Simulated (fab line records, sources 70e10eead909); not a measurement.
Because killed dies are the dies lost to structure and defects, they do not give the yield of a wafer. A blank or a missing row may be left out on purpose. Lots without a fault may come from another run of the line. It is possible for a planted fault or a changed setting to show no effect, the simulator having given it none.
Matching of chambers	flow nand_harc	NHARC_A_STAIRCASE_DEP_417 on pecvd-04: 3 sister chambers
The step deposits Si3N4, target thk 60 nm. 6 wafers are shown with their chamber, then 9 later ones without.

== WAFERS, EACH WITH ITS CHAMBER ==
wafer	chamber	heater_power_w (W)
L085.4	2	785
L085.5	0	794
L085.6	1	818
L088.3	0	696
L088.5	2	781
L088.6	1	802

== WAFERS MISSING THEIR CHAMBER ==
wafer	heater_power_w (W)
L090.4	789
L090.5	827
L090.6	801
L087.1	796
L087.4	814
L087.6	798
L097.1	799
L097.4	808
L097.5	713

== CHAMBER TAKEN BY EACH ==
wafer	from the rows above	in truth
L090.4	can't be placed: 2 or 1 or 0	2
L090.5	can't be placed: 1 or 2 or 0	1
L090.6	can't be placed: 1 or 2 or 0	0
L087.1	can't be placed: 2 or 1 or 0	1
L087.4	can't be placed: 1 or 2 or 0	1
L087.6	can't be placed: 1 or 2 or 0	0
L097.1	can't be placed: 1 or 2 or 0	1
L097.4	can't be placed: 1 or 2 or 0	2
L097.5	can't be placed: 0 or 2 or 1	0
Placed correctly: 0 of 9. These rows do not allow placing 9 (true chamber among the candidates in 9). Placed wrongly: 0.
How it was worked out, from the rows above alone: a wafer's distance from a chamber is the root of the sum, over the readings, of the square of ((its reading less the chamber's mean) divided by the reading's scatter). The wafer belongs to the nearest chamber; if the next one is less than 2 further off, it can't be placed. The mean given for a chamber averages the wafers shown for that chamber. The scatter is the square root of a quotient: the sum, over the shown wafers, of each reading's squared deviation from its chamber's mean, divided by wafers minus chambers.
